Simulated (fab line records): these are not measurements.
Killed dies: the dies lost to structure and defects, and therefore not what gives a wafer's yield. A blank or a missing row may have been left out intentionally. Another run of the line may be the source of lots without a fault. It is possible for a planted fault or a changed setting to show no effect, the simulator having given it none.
The tool behind it: which one? | flow nandHarc | 24 lots, 72 wafers sampled, at 4 steps of a route of 1159

## WHAT THE GAUGES READ, wafer by wafer
NHARC_P_GATE_CD_MEAS_46 targets a cd of 720 nm.
lot  | measured     | on       | cdNm (nm)
L074 | day 5 07:23  | cdSem-02 | 722.5 721.6 723.3
L075 | day 5 13:13  | cdSem-03 | 723.3 718.8 715.7
L076 | day 5 14:13  | cdSem-01 | 720.8 720.9 722.4
L077 | day 6 04:52  | cdSem-01 | 720.9 721.3 717.2
L078 | day 6 05:16  | cdSem-03 | 713.7 719.8 721.1
L079 | day 6 10:32  | cdSem-02 | 719.0 721.0 715.4
L080 | day 6 22:07  | cdSem-02 | 721.3 719.9 717.7
L082 | day 7 02:34  | cdSem-03 | 723.2 720.4 716.0
L081 | day 7 05:54  | cdSem-01 | 722.3 717.6 721.0
L083 | day 7 10:35  | cdSem-01 | 721.4 725.8 717.4
L084 | day 7 17:53  | cdSem-01 | 719.7 716.3 716.7
L085 | day 8 02:11  | cdSem-02 | 722.6 715.8 722.2
L086 | day 8 11:08  | cdSem-01 | 718.0 721.4 720.2
L087 | day 8 11:35  | cdSem-02 | 721.5 722.5 718.5
L088 | day 8 19:01  | cdSem-01 | 717.6 713.6 720.2
L089 | day 8 19:10  | cdSem-02 | 719.6 722.1 719.0
L090 | day 9 07:27  | cdSem-03 | 724.9 717.4 720.7
L091 | day 9 07:37  | cdSem-02 | 721.8 722.2 720.3
L094 | day 10 01:09 | cdSem-03 | 723.3 716.3 722.3
L092 | day 10 01:49 | cdSem-02 | 720.5 719.6 719.7
L093 | day 10 01:58 | cdSem-03 | 717.9 720.5 713.7
L095 | day 10 12:46 | cdSem-03 | 720.4 720.9 721.9
L096 | day 10 18:26 | cdSem-03 | 719.3 719.2 721.4
L097 | day 11 03:07 | cdSem-03 | 720.3 718.8 717.8

NHARC_P_M0_CD_MEAS_09 targets a cd of 90 nm.
lot  | measured     | on       | cdNm (nm)
L074 | day 5 20:31  | cdSem-03 | 91.4 91.1 92.6
L075 | day 6 05:04  | cdSem-01 | 92.1 90.6 91.8
L076 | day 6 05:36  | cdSem-01 | 90.1 89.3 90.1
L077 | day 6 21:53  | cdSem-02 | 92.1 91.3 91.5
L078 | day 6 22:25  | cdSem-02 | 90.8 91.0 91.2
L079 | day 7 04:04  | cdSem-02 | 91.2 91.0 91.3
L080 | day 7 11:21  | cdSem-02 | 92.1 91.6 92.2
L082 | day 7 16:46  | cdSem-02 | 90.6 90.2 90.6
L081 | day 8 00:22  | cdSem-03 | 90.6 91.3 91.4
L083 | day 8 05:57  | cdSem-01 | 90.4 91.0 90.3
L084 | day 8 10:37  | cdSem-02 | 90.0 90.1 90.6
L085 | day 8 23:18  | cdSem-01 | 90.2 90.8 89.9
L086 | day 9 00:31  | cdSem-02 | 90.2 89.8 89.1
L087 | day 9 00:16  | cdSem-03 | 90.9 92.1 91.3
L088 | day 9 14:33  | cdSem-03 | 90.8 91.2 90.6
L089 | day 9 15:34  | cdSem-02 | 89.0 89.1 88.8
L090 | day 10 00:20 | cdSem-02 | 89.7 89.8 89.5
L091 | day 10 06:00 | cdSem-01 | 89.3 89.8 89.8
L094 | day 10 13:55 | cdSem-01 | 91.8 92.4 91.7
L092 | day 10 23:22 | cdSem-01 | 90.6 90.2 91.5
L093 | day 10 23:13 | cdSem-02 | 90.5 91.2 90.3
L095 | day 11 01:28 | cdSem-03 | 90.1 89.9 90.5
L096 | day 11 07:23 | cdSem-03 | 90.7 91.4 91.2
L097 | day 11 15:22 | cdSem-02 | 90.6 91.0 91.3

## EACH LOT AND THE TOOL THAT RAN IT (in order: tool; ch and the chambers of the sampled wafers; start)
lot  | NHARC_P_GATE_DESCUM_61            | NHARC_P_CONTACT_STRIP_28
L074 | rieDiel-07 ch 0, day 5 09:32      | rieDiel-01 ch 0,2,3, day 5 16:56
L075 | rieDiel-07 ch 0,3, day 5 15:12    | rieDiel-01 ch 1,2,3, day 5 22:52
L076 | rieDiel-13 ch 0,1,2, day 5 16:13  | rieDiel-01 ch 0,2, day 5 23:48
L077 | rieDiel-11 ch 0,1,2, day 6 06:48  | rieDiel-12 ch 1,2,3, day 6 15:11
L078 | rieDiel-11 ch 0,1,3, day 6 07:28  | rieDiel-01 ch 0,1,3, day 6 16:04
L079 | rieDiel-13 ch 0,2,3, day 6 13:20  | rieDiel-04 ch 0,2,3, day 6 20:38
L080 | rieDiel-11 ch 0,2,3, day 7 00:30  | rieDiel-01 ch 2,3, day 7 08:25
L082 | rieDiel-13 ch 0,2,3, day 7 05:35  | rieDiel-01 ch 1,3, day 7 13:11
L081 | rieDiel-11 ch 0,1, day 7 08:15    | rieDiel-01 ch 1,2,3, day 7 17:52
L083 | rieDiel-11 ch 0,1,2, day 7 13:07  | rieDiel-04 ch 1,3, day 7 21:16
L084 | rieDiel-11 ch 1,2,3, day 7 20:16  | rieDiel-01 ch 1,3, day 8 03:49
L085 | rieDiel-13 ch 0,1,3, day 8 04:12  | rieDiel-04 ch 1,2, day 8 11:49
L086 | rieDiel-11 ch 0,1,2, day 8 13:03  | rieDiel-12 ch 0,2,3, day 8 20:19
L087 | rieDiel-07 ch 0,2,3, day 8 13:44  | rieDiel-01 ch 0,1,2, day 8 21:11
L088 | rieDiel-11 ch 0,3, day 8 20:57    | rieDiel-04 ch 1,2,3, day 9 04:38
L089 | rieDiel-11 ch 0,2,3, day 8 21:17  | rieDiel-04 ch 1,2,3, day 9 05:25
L090 | rieDiel-11 ch 1,3, day 9 09:25    | rieDiel-01 ch 1,2,3, day 9 16:44
L091 | rieDiel-13 ch 1,2,3, day 9 09:42  | rieDiel-01 ch 1,2,3, day 10 02:55
L094 | rieDiel-07 ch 0,1,2, day 10 03:04 | rieDiel-04 ch 2,3, day 10 10:59
L092 | rieDiel-13 ch 0,3, day 10 03:37   | rieDiel-01 ch 0,1,2, day 10 12:01
L093 | rieDiel-11 ch 2,3, day 10 03:54   | rieDiel-01 ch 0,3, day 10 11:42
L095 | rieDiel-11 ch 0,1,3, day 10 14:39 | rieDiel-01 ch 0,1,3, day 10 22:25
L096 | rieDiel-13 ch 1,2,3, day 10 20:22 | rieDiel-01 ch 1,2,3, day 11 04:22
L097 | rieDiel-07 ch 1,2, day 11 05:02   | rieDiel-12 ch 0,3, day 11 12:26
- NHARC_P_GATE_DESCUM_61: chemistry O2, time 3 s.
- NHARC_P_CONTACT_STRIP_28: strips in O2.

## WHAT THE TOOLS THEMSELVES READ (means of the sampled wafers that have a number; where no wafer has one, the mark that the record gives instead)
NHARC_P_GATE_DESCUM_61.
lot  | tool       | drypumpMotorCurrentA (A) | oesProductAu (a.u.) | rfVppV (V) | showerheadPlenumPTorr (Torr) | throttleValvePct (%)
L074 | rieDiel-07 | 6.7                      | 1.001               | 57.8       | 1.86                         | 11.307
L075 | rieDiel-07 | 6.3                      | 1.000               | 58.5       | 1.93                         | 11.321
L076 | rieDiel-13 | 5.6                      | 1.000               | 57.9       | 1.91                         | 11.313
L077 | rieDiel-11 | 5.6                      | 0.997               | 58.6       | 1.92                         | 11.312
L078 | rieDiel-11 | 6.0                      | 1.002               | 58.3       | 1.99                         | 11.314
L079 | rieDiel-13 | 5.9                      | 0.998               | 58.4       | 1.92                         | 11.312
L080 | rieDiel-11 | 6.0                      | 0.996               | 58.3       | 1.91                         | 11.312
L082 | rieDiel-13 | 6.0                      | 0.991               | 57.7       | 1.92                         | 11.310
L081 | rieDiel-11 | 5.6                      | 0.995               | 58.2       | 2.00                         | 11.323
L083 | rieDiel-11 | 5.6                      | 0.998               | 57.7       | 1.92                         | 11.307
L084 | rieDiel-11 | 5.9                      | 0.996               | 58.1       | 1.93                         | 11.312
L085 | rieDiel-13 | 5.7                      | 0.985               | 56.6       | 1.96                         | 11.316
L086 | rieDiel-11 | 5.6                      | 1.003               | 58.3       | 1.92                         | 11.313
L087 | rieDiel-07 | 6.1                      | 0.999               | 57.2       | 1.98                         | 11.316
L088 | rieDiel-11 | 6.3                      | 1.003               | 57.9       | 1.96                         | 11.313
L089 | rieDiel-11 | 6.0                      | 1.004               | 57.6       | 1.90                         | 11.303
L090 | rieDiel-11 | 5.9                      | 0.991               | 57.7       | 2.00                         | 11.311
L091 | rieDiel-13 | 5.8                      | 0.999               | 58.1       | 1.92                         | 11.321
L094 | rieDiel-07 | 5.8                      | 0.999               | 58.1       | 1.91                         | 11.311
L092 | rieDiel-13 | 6.0                      | 0.987               | 58.7       | 1.97                         | 11.304
L093 | rieDiel-11 | 5.9                      | 0.999               | 56.8       | 1.84                         | 11.309
L095 | rieDiel-11 | 6.0                      | 0.994               | 57.4       | 1.97                         | 11.297
L096 | rieDiel-13 | 5.8                      | 1.003               | 58.2       | 1.92                         | 11.314
L097 | rieDiel-07 | 5.2                      | 1.014               | 58.5       | 1.91                         | 11.309

NHARC_P_CONTACT_STRIP_28.
lot  | tool       | drypumpMotorCurrentA (A) | oesProductAu (a.u.) | rfVppV (V) | showerheadPlenumPTorr (Torr) | throttleValvePct (%)
L074 | rieDiel-01 | 5.5                      | 1.001               | 58.1       | 3.58                         | 17.028
L075 | rieDiel-01 | 5.6                      | 1.011               | 58.4       | 3.53                         | 17.031
L076 | rieDiel-01 | 5.4                      | 0.999               | 57.9       | 3.69                         | 17.038
L077 | rieDiel-12 | 6.0                      | 1.002               | 58.2       | 3.68                         | 17.028
L078 | rieDiel-01 | 5.3                      | 1.022               | 57.3       | 3.45                         | 17.036
L079 | rieDiel-04 | 5.7                      | 1.005               | 57.5       | 3.57                         | 17.031
L080 | rieDiel-01 | 5.8                      | 0.995               | 57.9       | 3.53                         | 17.038
L082 | rieDiel-01 | 5.4                      | 1.007               | 56.1       | 3.41                         | 17.040
L081 | rieDiel-01 | 5.6                      | 1.002               | 57.5       | 3.53                         | 17.039
L083 | rieDiel-04 | 5.5                      | 1.015               | 57.7       | 3.51                         | 17.032
L084 | rieDiel-01 | 5.6                      | 1.009               | 58.5       | 3.41                         | 17.032
L085 | rieDiel-04 | 5.1                      | 1.005               | 58.1       | 3.55                         | 17.035
L086 | rieDiel-12 | 6.0                      | 1.000               | 57.7       | 3.63                         | 17.037
L087 | rieDiel-01 | 5.3                      | 0.988               | 57.4       | 3.56                         | 17.036
L088 | rieDiel-04 | 5.6                      | 1.001               | 58.2       | 3.59                         | 17.043
L089 | rieDiel-04 | 5.6                      | 1.009               | 57.2       | 3.59                         | 17.041
L090 | rieDiel-01 | 5.6                      | 1.002               | 57.6       | 3.52                         | 17.050
L091 | rieDiel-01 | 5.6                      | 1.004               | 58.6       | 3.52                         | 17.031
L094 | rieDiel-04 | 6.1                      | 0.994               | 58.6       | 3.64                         | 17.033
L092 | rieDiel-01 | 5.3                      | 1.002               | 58.7       | 3.56                         | 17.025
L093 | rieDiel-01 | 5.5                      | 1.002               | 57.5       | 3.46                         | 17.033
L095 | rieDiel-01 | 5.3                      | 1.009               | 57.5       | 3.45                         | 17.032
L096 | rieDiel-01 | 5.6                      | 1.000               | 57.4       | 3.52                         | 17.029
L097 | rieDiel-12 | 5.9                      | 1.006               | 58.4       | 3.59                         | 17.030

## THE ANSWER, worked out from the rows above alone
Rule: usual is defined by the lots themselves. The widest of any qualifying gaps counts: lots, ordered by their means at a reading, are off when they make up no more than a third of the lots, leave a main group of 4 or more, and stand apart from it by 3 or more times the standard deviation of that group's means. Not used: any main group whose means are identical at the precision the tables above print for the reading. A lot without any number at a reading at which 4 lots or more have one is off too. All remaining lots with rows at the step are treated as sound. The gauges are gone through in route order, then the tools' own readings, and for those a lot's mean is taken as printed above. At the first step where some lot is off, the reading lying furthest off is the one used; lots without a number count as furthest.
Across all readings shown, no lot is off: no conclusion can be drawn from this.

## WHAT WAS PUT IN BY THE SIMULATOR
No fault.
